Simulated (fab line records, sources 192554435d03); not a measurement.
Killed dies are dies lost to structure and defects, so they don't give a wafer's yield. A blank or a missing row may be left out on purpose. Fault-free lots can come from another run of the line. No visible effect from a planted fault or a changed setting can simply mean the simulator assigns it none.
Comparing a struck lot with a sound one ; flow n5Finfet ; 39 steps out of a route of 1938
Sound: wafers L190.1, L190.2, L190.3. Struck: wafer L182.2. (L182.3 of the same lot was not struck and is left out.) The cause comes at the end.
Per side, at each step with rows, come the tool, then ch with its chambers, and then its first start. Under that, the readings that differ: sound wafers ; struck wafers ; difference of the means ; sigmas: that difference in standard deviations of wafers without a fault.
alike: readings whose means differ by less than 2 such deviations, and words and numbers that are the same on both sides. not compared: withheld readings, readings that some wafer has no value for, bounds like >300 that may hide the same value, and numbers for which the record gives no deviation and whose values overlap.
Wherever a step has rows on one side only, a row that says differs or no value, or a row with sigmas, the two part there. Numbers that have no deviation but don't overlap get no sigmas and don't part them. A reading that every wafer of one side lacks parts them only if that side has two wafers or more.

first, 11 steps without rows for these wafers: N5_BEOL_M3_STRIP_65 (strips in N2/H2); N5_BEOL_M3_STRIP_75 (strips in N2/H2); N5_BEOL_M3_STRIP_66 (strips in CF4); N5_BEOL_M3_HM_OPEN_17 (chemistry Cl2/BCl3, target TiN, target depth 20 nm, overetch 6 nm); N5_BEOL_M3_STRIP_19 (strips in O2); N5_BEOL_M3_COAT_67 (time 60 s, resist thk 60 nm); N5_BEOL_M3_COAT_68 (time 60 s, resist thk 12 nm); N5_BEOL_M3_COAT_76 (time 60 s, resist thk 5 nm); N5_BEOL_M3_COAT_22 (resist thk 30 nm); N5_BEOL_M3_EBR_24; N5_BEOL_M3_SOFTBAKE_23 (time 60 s).
N5_BEOL_M3_EXPOSE_25: exposes mask V2, defocus 5 nm.
  sound on euvScanner-01 ch 0, day 12 03:16; struck on euvScanner-02 ch 0, day 10 18:36
  alike: mask, reticleTempC
then, 2 steps without rows for these wafers: N5_BEOL_M3_PEB_26 (peb time 60 s); N5_BEOL_M3_DEVELOP_27 (develop time 30 s).
N5_BEOL_M3_CD_MEAS_28: target cd 25.7 nm, target cd y 23.3 nm.
  sound on cdSem-02 ch 0, day 12 03:25; struck on cdSem-01 ch 0, day 10 18:44
reading;sound;struck;difference;sigmas
cdNm (nm);26.34 25.53 25.79;18.71;-7.18;-27
then, 22 steps without rows for these wafers: N5_BEOL_M3_DESCUM_33 (chemistry O2, time 7 s); N5_BEOL_M3_ETCH_77 (etches underlayer in N2/H2, target depth 6.5 nm, time 5.2 s); N5_BEOL_M3_ETCH_69 (etches SiARC in CF4, target depth 15.6 nm, time 26 s); N5_BEOL_M3_ALD_98 (deposits SiO2, target thk 2.5 nm, pulse time 1 s, co reactant pulse time 1 s); N5_BEOL_M3_ETCHBACK_99 (etches SiO2 in CHF3, target depth 5 nm, time 10.4 s); N5_BEOL_M3_ETCH_70 (etches SOC in N2/H2, target depth 80 nm, overetch 16 nm, time 120 s); N5_BEOL_M3_STRIP_71 (strips in N2/H2); N5_BEOL_M3_STRIP_78 (strips in N2/H2); N5_BEOL_M3_VIA_ETCH_34 (etches the open film in C4F6/O2, target depth 69.4 nm, time 65.9 s); N5_BEOL_M3_STRIP_83 (strips in C4F6/O2); N5_BEOL_M3_STRIP_36 (strips in N2/H2); N5_BEOL_M3_TRENCH_ETCH_37 (etches SiOC in C4F6/O2, target depth 55.555 nm, time 29.2 s); N5_BEOL_M3_ETCH_41 (etches SiCN in CH3F/O2, target depth 29.9 nm, time 52.5 s); N5_BEOL_M3_STRIP_97 (strips in N2/H2, time 10 s); N5_BEOL_M3_HM_STRIP_39 (strips TiN in peroxide tin strip, target depth 25 nm, time 158 s); N5_BEOL_M3_SRD_40 (time 30 s); N5_BEOL_M3_PRECLEAN_42 (cleans in residue remover, time 60 s); N5_BEOL_M3_SRD_43 (time 30 s); N5_BEOL_M3_DEGAS_44 (time 60 s); N5_BEOL_M3_PRE_CLEAN_45 (time 30 s); N5_BEOL_M3_ALD_84 (deposits TaN, pulse time 2 s, purge time 3 s, co reactant purge time 2 s); N5_BEOL_M3_SURFACE_TREAT_85.
N5_BEOL_M4_RC_MEAS_101:
  the record has rows for the sound wafers here (prober-02 ch 0, day 13 08:51) and none for the struck ones
-- the record jumps here: 6 days lie between the struck wafers' starts before and after (it left off in module BEOL_M4 and takes up again in module PASSIVATION, whose first step shown is number 1936 of the route) --
N5_PASSIVATION_PROBE_49:
  sound on prober-02 at day 18 04:08; struck on prober-02 at day 16 20:51
reading;sound;struck;difference;sigmas
defectLimitedYield (%);90.8 91.9 90.8;0.1;-91.1;-65
killed_at_M0_to_M3;45 47 57;1098;+1048;+99 or more
killed_at_M4_up;15 8 9;22;+11;+2
killedAtOther;2 6 3;14;+10;+4
killedDies;108 96 109;1179;+1075;+67
killedOnRim;14 17 16;151;+135;+34
sort_bin_5_function (%);5.8 4.4 5.3;96.4;+91.2;+99 or more
sortNPass;1072 1084 1071;1;-1075;-63
  alike: killedAtContacts, killedAtFrontEnd, killedOpen, killedShort, sort_bin_6_memory, sort_bin_8_speed

## WHERE THEY PART
First at N5_BEOL_M3_CD_MEAS_28; last, within this record, at N5_PASSIVATION_PROBE_49.

WHY: what had been put in by the simulator
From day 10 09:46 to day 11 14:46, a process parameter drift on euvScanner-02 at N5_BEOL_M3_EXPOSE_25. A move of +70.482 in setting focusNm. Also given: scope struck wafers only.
